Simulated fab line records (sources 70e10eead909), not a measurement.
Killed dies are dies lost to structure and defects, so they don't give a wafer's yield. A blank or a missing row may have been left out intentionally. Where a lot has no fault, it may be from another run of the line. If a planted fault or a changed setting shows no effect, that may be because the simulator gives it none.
The tool behind it: which one?    flow nand harc    Sampling: 14 lots, 42 wafers, 3 of 1302 route steps

## WHAT THE GAUGES READ, wafer by wafer
NHARC_P_STI_INSPECT_25.
lot   measured      on                 raw defect count
L678  day 4 04:05   defect inspect-01  252 309 296
L680  day 4 23:11   defect inspect-01  241 383 338
L681  day 5 03:14   defect inspect-02  83 164 163
L683  day 6 00:38   defect inspect-02  131 116 161
L685  day 7 03:13   defect inspect-02  129 241 88
L686  day 7 11:44   defect inspect-01  189 198 256
L689  day 8 22:08   defect inspect-02  255 225 325
L690  day 9 04:01   defect inspect-02  297 181 272
L691  day 9 07:58   defect inspect-02  148 141 253
L697  day 12 02:41  defect inspect-02  377 340 471
L698  day 12 11:01  defect inspect-01  253 294 285
L699  day 12 15:07  defect inspect-02  175 178 186
L700  day 13 02:13  defect inspect-02  187 221 184
L701  day 13 12:24  defect inspect-02  289 251 227

NHARC_P_GATE_INSPECT_28.
lot   measured      on                 raw defect count
L678  day 5 03:34   defect inspect-01  9 10 7
L680  day 5 21:50   defect inspect-01  4 2 4
L681  day 6 06:11   defect inspect-02  9 2 7
L683  day 7 06:22   defect inspect-02  7 5 8
L685  day 8 05:49   defect inspect-02  3 3 10
L686  day 8 11:56   defect inspect-02  3 4 3
L689  day 9 20:44   defect inspect-02  5 4 7
L690  day 10 02:55  defect inspect-02  9 5 5
L691  day 10 06:45  defect inspect-02  6 7 4
L697  day 13 01:47  defect inspect-01  9 7 7
L698  day 13 12:50  defect inspect-02  11 3 10
L699  day 13 22:07  defect inspect-02  10 3 4
L700  day 14 03:25  defect inspect-01  4 4 6
L701  day 14 14:40  defect inspect-01  3 3 9

## EACH LOT AND THE TOOL THAT RAN IT (in order: tool; ch and the chambers of the sampled wafers; start)
lot   NHARC_P_GATE_DEP_103
L678  pecvd-01 ch 1,2, day 5 02:49
L680  pecvd-01 ch 1,2, day 5 21:02
L681  pecvd-03 ch 0,1,2, day 6 05:32
L683  pecvd-04 ch 0,1, day 7 05:34
L685  pecvd-04 ch 0,1, day 8 05:01
L686  pecvd-04 ch 0,1, day 8 11:14
L689  pecvd-04 ch 2, day 9 19:54
L690  pecvd-03 ch 1,2, day 10 02:07
L691  pecvd-03 ch 0,1, day 10 05:57
L697  pecvd-01 ch 1,2, day 13 01:08
L698  pecvd-04 ch 0,1,2, day 13 12:02
L699  pecvd-04 ch 0,2, day 13 21:19
L700  pecvd-03 ch 0,1,2, day 14 02:35
L701  pecvd-04 ch 0,1,2, day 14 14:01
- NHARC_P_GATE_DEP_103: deposits SiON, target thk 30 nm.

## WHAT THE TOOLS THEMSELVES READ (means of the sampled wafers that have a number; where no wafer has one, the mark that the record gives instead)
NHARC_P_GATE_DEP_103.
lot   tool      heater power w (W)
L678  pecvd-01  801
L680  pecvd-01  711
L681  pecvd-03  749
L683  pecvd-04  837
L685  pecvd-04  916
L686  pecvd-04  905
L689  pecvd-04  863
L690  pecvd-03  757
L691  pecvd-03  813
L697  pecvd-01  793
L698  pecvd-04  878
L699  pecvd-04  918
L700  pecvd-03  759
L701  pecvd-04  841

## THE ANSWER, worked out from the rows above alone
Rule: the usual values come from the lots themselves. Put in order of their means at a reading, lots are off if they are a third of the lots or fewer, leave a main group of 4 or more, and stand apart from it by a gap of 3 or more times the standard deviation of the main group's means; of several such gaps the widest counts. A main group is skipped when, at the precision printed for the reading in the tables above, its means are all equal. Also off: a lot with no number at a reading for which 4 or more lots have one. All remaining lots with rows at the step are treated as sound. The gauges are gone through in route order, then the tools' own readings, and for those a lot's mean is taken as printed above. At the first step where some lot is off, the reading lying furthest off is the one used; lots without a number count as furthest.
No lot is off on any of the readings shown, so nothing can be concluded from this.

## WHAT HAD BEEN PUT IN BY THE SIMULATOR
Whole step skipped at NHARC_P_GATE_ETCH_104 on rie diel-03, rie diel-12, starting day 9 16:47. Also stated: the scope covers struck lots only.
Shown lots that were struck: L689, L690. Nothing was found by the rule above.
